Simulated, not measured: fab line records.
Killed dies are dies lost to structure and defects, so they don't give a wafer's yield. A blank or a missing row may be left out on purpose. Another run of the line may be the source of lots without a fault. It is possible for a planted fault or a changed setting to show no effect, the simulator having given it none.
Which tool is to blame? || flow n5Finfet || Sampling: 10 lots, 28 wafers, 5 of 1938 route steps

## WHAT THE GAUGES READ, wafer by wafer
N5_BEOL_M4_RC_MEAS_101. Usual: DIBL_N 36.1 mV/V, standard deviation 1.6; DIBL_P 35.8 mV/V, standard deviation 2.1; IOFF_N 0.16 nA/um, standard deviation 0.031; IOFF_P 0.21 nA/um, standard deviation 0.034; ION_N 673 uA/um, standard deviation 12; ION_P 461 uA/um, standard deviation 7.2; SS_N 71.4 mV/dec, standard deviation 0.59; SS_P 73.3 mV/dec, standard deviation 0.63; VT_N 250 mV, standard deviation 3.1; VT_P -250 mV, standard deviation 3.3.
{"lot": "L355", "measured": "day 8 07:31", "on": "prober-01", "DIBL_N (mV/V)": "35.3 38.5 36.4", "DIBL_P (mV/V)": "35.4 38.8 37.1", "IOFF_N (nA/um)": "0.15 0.21 0.16", "IOFF_P (nA/um)": "0.19 0.24 0.23", "ION_N (uA/um)": "674 687 674", "ION_P (uA/um)": "457 461 465", "SS_N (mV/dec)": "71.6 72.6 71.7", "SS_P (mV/dec)": "73.0 73.6 73.4", "VT_N (mV)": "249 245 250", "VT_P (mV)": "-251 -249 -247", "flag": ""}
{"lot": "L359", "measured": "day 9 10:52", "on": "prober-01", "DIBL_N (mV/V)": "39.2 37.8 38.8", "DIBL_P (mV/V)": "40.4 38.3 38.2", "IOFF_N (nA/um)": "0.20 0.17 0.19", "IOFF_P (nA/um)": "0.27 0.25 0.24", "ION_N (uA/um)": "688 676 675", "ION_P (uA/um)": "470 465 461", "SS_N (mV/dec)": "71.9 71.4 72.3", "SS_P (mV/dec)": "74.5 74.2 73.5", "VT_N (mV)": "246 248 252", "VT_P (mV)": "-246 -245 -248", "flag": ""}
{"lot": "L362", "measured": "day 10 12:10", "on": "prober-01", "DIBL_N (mV/V)": "38.0 37.3 36.9", "DIBL_P (mV/V)": "38.3 35.4 35.4", "IOFF_N (nA/um)": "0.17 0.14 0.14", "IOFF_P (nA/um)": "0.26 0.21 0.21", "ION_N (uA/um)": "679 660 664", "ION_P (uA/um)": "480 458 462", "SS_N (mV/dec)": "72.0 71.1 71.9", "SS_P (mV/dec)": "73.9 73.1 72.7", "VT_N (mV)": "250 249 253", "VT_P (mV)": "-244 -249 -248", "flag": ""}
{"lot": "L363", "measured": "day 10 17:59", "on": "prober-02", "DIBL_N (mV/V)": "36.4 36.4", "DIBL_P (mV/V)": "35.5 36.1", "IOFF_N (nA/um)": "0.14 0.15", "IOFF_P (nA/um)": "0.18 0.21", "ION_N (uA/um)": "667 668", "ION_P (uA/um)": "453 454", "SS_N (mV/dec)": "70.6 70.6", "SS_P (mV/dec)": "73.6 73.7", "VT_N (mV)": "251 251", "VT_P (mV)": "-253 -251", "flag": ""}
{"lot": "L365", "measured": "day 11 06:13", "on": "prober-01", "DIBL_N (mV/V)": "34.2 34.6", "DIBL_P (mV/V)": "34.8 36.0", "IOFF_N (nA/um)": "0.14 0.15", "IOFF_P (nA/um)": "0.20 0.21", "ION_N (uA/um)": "666 688", "ION_P (uA/um)": "463 478", "SS_N (mV/dec)": "70.9 71.3", "SS_P (mV/dec)": "72.3 72.5", "VT_N (mV)": "250 248", "VT_P (mV)": "-249 -250", "flag": ""}
{"lot": "L367", "measured": "day 11 15:33", "on": "prober-01", "DIBL_N (mV/V)": "37.8 34.7 35.8", "DIBL_P (mV/V)": "38.7 34.4 36.0", "IOFF_N (nA/um)": "0.20 0.13 0.15", "IOFF_P (nA/um)": "0.28 0.20 0.23", "ION_N (uA/um)": "680 676 672", "ION_P (uA/um)": "468 463 462", "SS_N (mV/dec)": "71.4 71.5 71.4", "SS_P (mV/dec)": "73.7 73.3 73.7", "VT_N (mV)": "248 253 249", "VT_P (mV)": "-247 -250 -250", "flag": ""}
{"lot": "L368", "measured": "day 11 13:50", "on": "prober-02", "DIBL_N (mV/V)": "37.1 35.9 36.5", "DIBL_P (mV/V)": "36.5 36.2 36.0", "IOFF_N (nA/um)": "0.18 0.16 0.17", "IOFF_P (nA/um)": "0.21 0.21 0.21", "ION_N (uA/um)": "686 676 678", "ION_P (uA/um)": "469 464 460", "SS_N (mV/dec)": "72.0 71.6 71.8", "SS_P (mV/dec)": "73.1 73.7 73.5", "VT_N (mV)": "246 247 248", "VT_P (mV)": "-251 -252 -252", "flag": ""}
{"lot": "L370", "measured": "day 12 10:47", "on": "prober-01", "DIBL_N (mV/V)": "39.4 37.6 39.6", "DIBL_P (mV/V)": "40.5 38.6 40.6", "IOFF_N (nA/um)": "0.22 0.17 0.23", "IOFF_P (nA/um)": "0.24 0.22 0.25", "ION_N (uA/um)": "695 674 690", "ION_P (uA/um)": "470 462 462", "SS_N (mV/dec)": "71.8 71.2 71.9", "SS_P (mV/dec)": "73.8 73.7 74.8", "VT_N (mV)": "246 247 245", "VT_P (mV)": "-250 -251 -252", "flag": ""}
{"lot": "L374", "measured": "day 13 07:11", "on": "prober-02", "DIBL_N (mV/V)": "35.3 37.0 37.0", "DIBL_P (mV/V)": "34.9 37.4 35.8", "IOFF_N (nA/um)": "0.15 0.18 0.18", "IOFF_P (nA/um)": "0.23 0.26 0.23", "ION_N (uA/um)": "667 670 675", "ION_P (uA/um)": "470 470 465", "SS_N (mV/dec)": "71.1 71.5 71.3", "SS_P (mV/dec)": "73.2 73.6 73.6", "VT_N (mV)": "253 247 249", "VT_P (mV)": "-247 -247 -247", "flag": ""}
{"lot": "L377", "measured": "day 13 22:20", "on": "prober-02", "DIBL_N (mV/V)": "34.9 35.4 36.7", "DIBL_P (mV/V)": "36.0 36.3 38.3", "IOFF_N (nA/um)": "0.16 0.17 0.21", "IOFF_P (nA/um)": "0.20 0.21 0.24", "ION_N (uA/um)": "682 674 688", "ION_P (uA/um)": "463 461 463", "SS_N (mV/dec)": "71.6 71.3 72.0", "SS_P (mV/dec)": "73.4 74.2 73.9", "VT_N (mV)": "248 248 242", "VT_P (mV)": "-247 -248 -248", "flag": ""}

## WHICH TOOL RAN EACH LOT (tool, then ch and the chambers of the sampled wafers, then the start)
{"lot": "L355", "N5_BEOL_M2_ANNEAL_89": "pvdSputter-03, day 7 04:14", "N5_BEOL_M2_SPUTTER_90": "pvdSputter-03, day 7 04:22", "N5_BEOL_M2_CMP_52": "cmp-01 ch 1,2, day 7 05:34", "N5_BEOL_M2_CO_CAP_55": "cvdCo-02 ch 0,2, day 7 05:53"}
{"lot": "L359", "N5_BEOL_M2_ANNEAL_89": "pvdSputter-02, day 7 23:32", "N5_BEOL_M2_SPUTTER_90": "pvdSputter-02, day 7 23:40", "N5_BEOL_M2_CMP_52": "cmp-01 ch 1,2,3, day 8 00:49", "N5_BEOL_M2_CO_CAP_55": "cvdCo-02 ch 0,2, day 8 01:11"}
{"lot": "L362", "N5_BEOL_M2_ANNEAL_89": "pvdSputter-03, day 9 08:23", "N5_BEOL_M2_SPUTTER_90": "pvdSputter-03, day 9 08:31", "N5_BEOL_M2_CMP_52": "cmp-01 ch 2,3, day 9 09:40", "N5_BEOL_M2_CO_CAP_55": "cvdCo-02 ch 0,1, day 9 10:07"}
{"lot": "L363", "N5_BEOL_M2_ANNEAL_89": "pvdSputter-01, day 9 12:20", "N5_BEOL_M2_SPUTTER_90": "pvdSputter-01, day 9 12:28", "N5_BEOL_M2_CMP_52": "cmp-02 ch 1,2, day 9 13:47", "N5_BEOL_M2_CO_CAP_55": "cvdCo-01 ch 0,1, day 9 14:07"}
{"lot": "L365", "N5_BEOL_M2_ANNEAL_89": "pvdSputter-01, day 10 05:56", "N5_BEOL_M2_SPUTTER_90": "pvdSputter-01, day 10 06:04", "N5_BEOL_M2_CMP_52": "cmp-02 ch 0,1, day 10 07:16", "N5_BEOL_M2_CO_CAP_55": "cvdCo-02 ch 0,2, day 10 07:53"}
{"lot": "L367", "N5_BEOL_M2_ANNEAL_89": "pvdSputter-02, day 10 10:41", "N5_BEOL_M2_SPUTTER_90": "pvdSputter-02, day 10 10:50", "N5_BEOL_M2_CMP_52": "cmp-01 ch 1,2, day 10 13:45", "N5_BEOL_M2_CO_CAP_55": "cvdCo-01 ch 0,1,2, day 10 14:19"}
{"lot": "L368", "N5_BEOL_M2_ANNEAL_89": "pvdSputter-03, day 10 12:20", "N5_BEOL_M2_SPUTTER_90": "pvdSputter-03, day 10 12:28", "N5_BEOL_M2_CMP_52": "cmp-01 ch 0,2, day 10 14:00", "N5_BEOL_M2_CO_CAP_55": "cvdCo-01 ch 0,1,2, day 10 14:26"}
{"lot": "L370", "N5_BEOL_M2_ANNEAL_89": "pvdSputter-02, day 11 00:26", "N5_BEOL_M2_SPUTTER_90": "pvdSputter-02, day 11 00:35", "N5_BEOL_M2_CMP_52": "cmp-03 ch 1,3, day 11 01:50", "N5_BEOL_M2_CO_CAP_55": "cvdCo-01 ch 0,2, day 11 02:13"}
{"lot": "L374", "N5_BEOL_M2_ANNEAL_89": "pvdSputter-02, day 12 00:48", "N5_BEOL_M2_SPUTTER_90": "pvdSputter-02, day 12 00:56", "N5_BEOL_M2_CMP_52": "cmp-02 ch 0,1, day 12 02:05", "N5_BEOL_M2_CO_CAP_55": "cvdCo-01 ch 0,1,2, day 12 02:28"}
{"lot": "L377", "N5_BEOL_M2_ANNEAL_89": "pvdSputter-03, day 12 21:19", "N5_BEOL_M2_SPUTTER_90": "pvdSputter-03, day 12 21:27", "N5_BEOL_M2_CMP_52": "cmp-03 ch 1,2,3, day 12 22:44", "N5_BEOL_M2_CO_CAP_55": "cvdCo-02 ch 0,1, day 12 22:59"}
- N5_BEOL_M2_ANNEAL_89: time 240 s.
- N5_BEOL_M2_SPUTTER_90: material Cu, target thk 4.5 nm, time 8.29 s.
- N5_BEOL_M2_CMP_52: polishes, stops on SiOC, t overpolish 6.8 s, target thk 40 nm.
- N5_BEOL_M2_CO_CAP_55: material Co, precursor CCTBA/H2, target thk 2 nm, time 102.1 s.

## AS READ BY THE TOOLS THEMSELVES (means over the sampled wafers that have a number; for cases with no such wafer, the mark the record gives instead)
N5_BEOL_M2_ANNEAL_89. Usual: heaterPowerW 801 W, standard deviation 89; susceptorTempC 400.03 C, standard deviation 0.22.
{"lot": "L355", "tool": "pvdSputter-03", "heaterPowerW (W)": 808, "susceptorTempC (C)": 400.22, "flag": ""}
{"lot": "L359", "tool": "pvdSputter-02", "heaterPowerW (W)": 855, "susceptorTempC (C)": 399.95, "flag": ""}
{"lot": "L362", "tool": "pvdSputter-03", "heaterPowerW (W)": 746, "susceptorTempC (C)": 399.95, "flag": ""}
{"lot": "L363", "tool": "pvdSputter-01", "heaterPowerW (W)": 865, "susceptorTempC (C)": 400.13, "flag": ""}
{"lot": "L365", "tool": "pvdSputter-01", "heaterPowerW (W)": 873, "susceptorTempC (C)": 400.23, "flag": ""}
{"lot": "L367", "tool": "pvdSputter-02", "heaterPowerW (W)": 762, "susceptorTempC (C)": 399.89, "flag": ""}
{"lot": "L368", "tool": "pvdSputter-03", "heaterPowerW (W)": 836, "susceptorTempC (C)": 400.14, "flag": ""}
{"lot": "L370", "tool": "pvdSputter-02", "heaterPowerW (W)": 856, "susceptorTempC (C)": 400.15, "flag": ""}
{"lot": "L374", "tool": "pvdSputter-02", "heaterPowerW (W)": 854, "susceptorTempC (C)": 400.24, "flag": ""}
{"lot": "L377", "tool": "pvdSputter-03", "heaterPowerW (W)": 736, "susceptorTempC (C)": 400.02, "flag": ""}

N5_BEOL_M2_SPUTTER_90. Usual: chamberPressurePa 0.07002 Pa, standard deviation 0.00015; susceptorTempC -20.01 C, standard deviation 0.1; throttleValvePct 29.8 %, standard deviation 0.91.
{"lot": "L355", "tool": "pvdSputter-03", "chamberPressurePa (Pa)": 0.07010, "susceptorTempC (C)": -20.02, "throttleValvePct (%)": 30.3, "flag": ""}
{"lot": "L359", "tool": "pvdSputter-02", "chamberPressurePa (Pa)": 0.06999, "susceptorTempC (C)": -19.97, "throttleValvePct (%)": 29.7, "flag": ""}
{"lot": "L362", "tool": "pvdSputter-03", "chamberPressurePa (Pa)": 0.07003, "susceptorTempC (C)": -20.02, "throttleValvePct (%)": 29.8, "flag": ""}
{"lot": "L363", "tool": "pvdSputter-01", "chamberPressurePa (Pa)": 0.07006, "susceptorTempC (C)": -19.98, "throttleValvePct (%)": 30.2, "flag": ""}
{"lot": "L365", "tool": "pvdSputter-01", "chamberPressurePa (Pa)": 0.07010, "susceptorTempC (C)": -19.87, "throttleValvePct (%)": 30.2, "flag": ""}
{"lot": "L367", "tool": "pvdSputter-02", "chamberPressurePa (Pa)": 0.07001, "susceptorTempC (C)": -20.16, "throttleValvePct (%)": 29.8, "flag": ""}
{"lot": "L368", "tool": "pvdSputter-03", "chamberPressurePa (Pa)": 0.06996, "susceptorTempC (C)": -20.01, "throttleValvePct (%)": 29.7, "flag": ""}
{"lot": "L370", "tool": "pvdSputter-02", "chamberPressurePa (Pa)": 0.06991, "susceptorTempC (C)": -19.98, "throttleValvePct (%)": 29.5, "flag": ""}
{"lot": "L374", "tool": "pvdSputter-02", "chamberPressurePa (Pa)": 0.07021, "susceptorTempC (C)": -20.00, "throttleValvePct (%)": 29.7, "flag": ""}
{"lot": "L377", "tool": "pvdSputter-03", "chamberPressurePa (Pa)": 0.07003, "susceptorTempC (C)": -19.97, "throttleValvePct (%)": 29.8, "flag": ""}

N5_BEOL_M2_CMP_52. Usual: barrierFieldEndpointS 24.5 s, standard deviation 0.67; motorCurrentA 6.1 A, standard deviation 0.65; overpolishRunS 6.801 s, standard deviation 0.0083; retainingRingPressureFrac 0.999, standard deviation 0.005; timeToEndpointS 61 s, standard deviation 3.3.
{"lot": "L355", "tool": "cmp-01", "barrierFieldEndpointS (s)": 25.5, "motorCurrentA (A)": 6.7, "overpolishRunS (s)": 6.803, "retainingRingPressureFrac": 0.999, "timeToEndpointS (s)": 65, "flag": ""}
{"lot": "L359", "tool": "cmp-01", "barrierFieldEndpointS (s)": 25.1, "motorCurrentA (A)": 5.9, "overpolishRunS (s)": 6.793, "retainingRingPressureFrac": 0.999, "timeToEndpointS (s)": 65, "flag": ""}
{"lot": "L362", "tool": "cmp-01", "barrierFieldEndpointS (s)": 24.9, "motorCurrentA (A)": 6.1, "overpolishRunS (s)": 6.805, "retainingRingPressureFrac": 0.994, "timeToEndpointS (s)": 61, "flag": ""}
{"lot": "L363", "tool": "cmp-02", "barrierFieldEndpointS (s)": 23.9, "motorCurrentA (A)": 6.7, "overpolishRunS (s)": 6.803, "retainingRingPressureFrac": 0.995, "timeToEndpointS (s)": 60, "flag": ""}
{"lot": "L365", "tool": "cmp-02", "barrierFieldEndpointS (s)": 23.5, "motorCurrentA (A)": 6.3, "overpolishRunS (s)": 6.802, "retainingRingPressureFrac": 0.996, "timeToEndpointS (s)": 58, "flag": ""}
{"lot": "L367", "tool": "cmp-01", "barrierFieldEndpointS (s)": 24.4, "motorCurrentA (A)": 6.6, "overpolishRunS (s)": 6.800, "retainingRingPressureFrac": 1.001, "timeToEndpointS (s)": 63, "flag": ""}
{"lot": "L368", "tool": "cmp-01", "barrierFieldEndpointS (s)": 24.7, "motorCurrentA (A)": 7.1, "overpolishRunS (s)": 6.802, "retainingRingPressureFrac": 0.996, "timeToEndpointS (s)": 63, "flag": ""}
{"lot": "L370", "tool": "cmp-03", "barrierFieldEndpointS (s)": 24.5, "motorCurrentA (A)": 6.0, "overpolishRunS (s)": 6.801, "retainingRingPressureFrac": 0.994, "timeToEndpointS (s)": 60, "flag": ""}
{"lot": "L374", "tool": "cmp-02", "barrierFieldEndpointS (s)": 24.6, "motorCurrentA (A)": 6.4, "overpolishRunS (s)": 6.800, "retainingRingPressureFrac": 0.998, "timeToEndpointS (s)": 61, "flag": ""}
{"lot": "L377", "tool": "cmp-03", "barrierFieldEndpointS (s)": 24.7, "motorCurrentA (A)": 6.2, "overpolishRunS (s)": 6.807, "retainingRingPressureFrac": 0.999, "timeToEndpointS (s)": 61, "flag": ""}

N5_BEOL_M2_CO_CAP_55. Usual: heaterPowerW 253 W, standard deviation 13; runLengthS 125.2 s, standard deviation 0.6; susceptorTempC 200.00 C, standard deviation 0.15.
{"lot": "L355", "tool": "cvdCo-02", "heaterPowerW (W)": 241, "runLengthS (s)": 125.1, "susceptorTempC (C)": 199.90, "flag": ""}
{"lot": "L359", "tool": "cvdCo-02", "heaterPowerW (W)": 249, "runLengthS (s)": 125.2, "susceptorTempC (C)": 200.02, "flag": ""}
{"lot": "L362", "tool": "cvdCo-02", "heaterPowerW (W)": 239, "runLengthS (s)": 154.7, "susceptorTempC (C)": 199.91, "flag": "OFF"}
{"lot": "L363", "tool": "cvdCo-01", "heaterPowerW (W)": 268, "runLengthS (s)": 125.4, "susceptorTempC (C)": 200.14, "flag": ""}
{"lot": "L365", "tool": "cvdCo-02", "heaterPowerW (W)": 244, "runLengthS (s)": 147.2, "susceptorTempC (C)": 200.08, "flag": "OFF"}
{"lot": "L367", "tool": "cvdCo-01", "heaterPowerW (W)": 262, "runLengthS (s)": 125.0, "susceptorTempC (C)": 200.03, "flag": ""}
{"lot": "L368", "tool": "cvdCo-01", "heaterPowerW (W)": 257, "runLengthS (s)": 124.9, "susceptorTempC (C)": 199.98, "flag": ""}
{"lot": "L370", "tool": "cvdCo-01", "heaterPowerW (W)": 254, "runLengthS (s)": 125.4, "susceptorTempC (C)": 199.91, "flag": ""}
{"lot": "L374", "tool": "cvdCo-01", "heaterPowerW (W)": 260, "runLengthS (s)": 125.1, "susceptorTempC (C)": 200.05, "flag": ""}
{"lot": "L377", "tool": "cvdCo-02", "heaterPowerW (W)": 246, "runLengthS (s)": 125.6, "susceptorTempC (C)": 199.88, "flag": ""}

## THE ANSWER, worked out from the rows above alone
Rule: a lot is off if the mean of its wafers that have a number lies more than 3 standard deviations from the usual mean. Also off: a lot with no number at a reading for which 4 or more lots have one. Any other lot the step has rows for is counted as sound. After the gauges, taken in route order, come the tools' own readings; for these a lot's mean is taken, as printed above. The first step at which some lot is off is used, and at that step the reading that is off furthest; a lot without a number counts as furthest.
Off: L362, L365 (N5_BEOL_M2_CO_CAP_55, runLengthS).
A tool fits if, at that step or a process step before it, it ran every lot that is off, and no sound lot after the first of them. Not one of the candidates tried fits.

## WHAT THE SIMULATOR HAD INSERTED
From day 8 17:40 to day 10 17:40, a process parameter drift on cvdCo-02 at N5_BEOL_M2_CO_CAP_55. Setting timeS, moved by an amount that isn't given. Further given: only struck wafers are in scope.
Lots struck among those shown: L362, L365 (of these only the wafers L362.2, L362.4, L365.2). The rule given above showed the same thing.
